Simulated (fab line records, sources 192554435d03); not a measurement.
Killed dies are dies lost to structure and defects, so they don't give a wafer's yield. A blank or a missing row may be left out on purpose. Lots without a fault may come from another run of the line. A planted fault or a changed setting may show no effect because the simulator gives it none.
Chamber matching | flow n5_finfet | N5_MIM_TOP_ALD_00 on ald_hk-01: 4 sister chambers
The step deposits Al2O3, purge time 3 s, co reactant pulse time 3 s. 4 wafers are shown with their chamber, then 7 later ones without.

WAFERS WITH THEIR CHAMBER
wafer  | chamber | precursor_pulse_height_rel
L664.4 | 3       | 1.011
L675.5 | 0       | 0.989
L678.1 | 2       | 1.000
L678.3 | 1       | 0.975

WAFERS WITHOUT THEIR CHAMBER
wafer  | precursor_pulse_height_rel
L678.4 | 0.996
L679.3 | 1.028
L679.4 | 0.981
L679.6 | 0.989
L680.2 | 0.948
L680.3 | 1.033
L680.5 | 1.029

WHICH CHAMBER EACH WENT THROUGH
wafer  | from the rows above               | in truth
L678.4 | can't be placed: 2 or 0 or 3 or 1 | 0
L679.3 | can't be placed: 3 or 2 or 0      | 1
L679.4 | can't be placed: 1 or 0 or 2 or 3 | 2
L679.6 | can't be placed: 0 or 2 or 1 or 3 | 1
L680.2 | can't be placed: 1 or 0 or 2      | 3
L680.3 | can't be placed: 3 or 2 or 0      | 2
L680.5 | can't be placed: 3 or 2 or 0      | 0
Placed correctly: 0 of 7. Can't be placed from these rows: 7 (the true chamber is among the candidates in 5). Placed wrongly: 0.
How it was worked out, from the rows above alone: a wafer's distance from a chamber is the root of the sum, over the readings, of the square of ((its reading less the chamber's mean) divided by the reading's scatter). The wafer belongs to the nearest chamber; if the next one is less than 2 further off, it can't be placed. A chamber's mean is the mean of its shown wafers. The scatter: with one shown wafer a chamber, the root of the mean of the squares of how far each hidden wafer lies from its nearest shown one.
